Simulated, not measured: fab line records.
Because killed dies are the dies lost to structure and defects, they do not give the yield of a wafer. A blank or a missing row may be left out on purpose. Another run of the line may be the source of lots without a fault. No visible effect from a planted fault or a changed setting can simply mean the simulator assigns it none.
Struck lot and sound lot, side by side :: flow n5Finfet :: 14 steps out of a route of 1938
Sound: wafers L512.3, L512.6. The struck wafers were L505.1, L505.2, L505.4. Last of all comes the cause.
Each step with rows lists, per side, the tool, then ch with its chambers, then its first start. Under that, the readings that differ: sound wafers :: struck wafers :: difference of the means :: sigmas: that difference in standard deviations of wafers without a fault.
alike: same words and numbers on both sides, and readings whose means sit less than 2 such deviations apart. not compared: any withheld reading, any reading some wafer has no value for, any bound like >300 that may hide the same value, and any number with overlapping values for which the record gives no deviation.
The two part at a step that has a row with sigmas, a row that says differs or no value, or rows on one side only. When numbers do not overlap yet have no deviation, they are printed without sigmas and do not part them. Lack of a reading on every wafer of one side parts them only where that side has two or more wafers.

N5_PASSIVATION_STRIP_34: strips in O2.
  sound on rieDiel-05 ch 1,2, day 17 18:25; struck on rieDiel-03 ch 0,1,3, day 16 13:06
reading: rfHoursCounterH (h)
sound: - -
struck: 127 88 65
difference: no value on the sound wafers
sigmas: 
  alike: drypumpMotorCurrentA, oesProductAu, rfVppV, showerheadPlenumPTorr, throttleValvePct
then, 4 steps without rows for these wafers: N5_PASSIVATION_STRIP_51 (strips in post etch residue remover, time 1200 s); N5_PASSIVATION_CLEAN_69 (cleans in IPA, time 180 s); N5_PASSIVATION_SRD_70 (time 30 s); N5_PASSIVATION_PECVD_53 (deposits SiO2 from TEOS/O2, target thk 800 nm, time 169.4 s).
N5_PASSIVATION_PECVD_35: deposits SiNx from SiH4/NH3/N2, target thk 700 nm, time 151.3 s.
  sound on pecvd-03 ch 0,1, day 17 19:02; struck on pecvd-04 ch 0,2, day 16 14:07
reading: showerheadPlenumPTorr (Torr)
sound: 8.55 8.54
struck: 8.69 8.74 8.72
difference: +0.17
sigmas: +2
  alike: chamberPressureTorr, heaterPowerW, throttleValvePct
then, 6 steps without rows for these wafers: N5_PASSIVATION_HMDS_37 (time 60 s); N5_PASSIVATION_COAT_38; N5_PASSIVATION_EBR_40; N5_PASSIVATION_SOFTBAKE_39 (time 120 s); N5_PASSIVATION_EXPOSE_41 (exposes mask PASS OPEN, defocus 0 nm, target cd 40000 nm); N5_PASSIVATION_PEB_42.
N5_PASSIVATION_DEVELOP_43: develop time 60 s.
  struck on lithoTrack-05, day 16 14:26; sound on lithoTrack-05 ch 0, day 17 19:29
  no value came back on the struck wafers for chillPlateTempC (C), developTimeS (s); on the sound wafers chillPlateTempC (C) reads 22.85 22.93
then, 1 step without rows for these wafers: N5_PASSIVATION_HARDBAKE_45 (time 120 s).

== WHERE THEY PART ==
First at N5_PASSIVATION_STRIP_34; last, within this record, at N5_PASSIVATION_DEVELOP_43.

WHY: the cause the simulator had injected
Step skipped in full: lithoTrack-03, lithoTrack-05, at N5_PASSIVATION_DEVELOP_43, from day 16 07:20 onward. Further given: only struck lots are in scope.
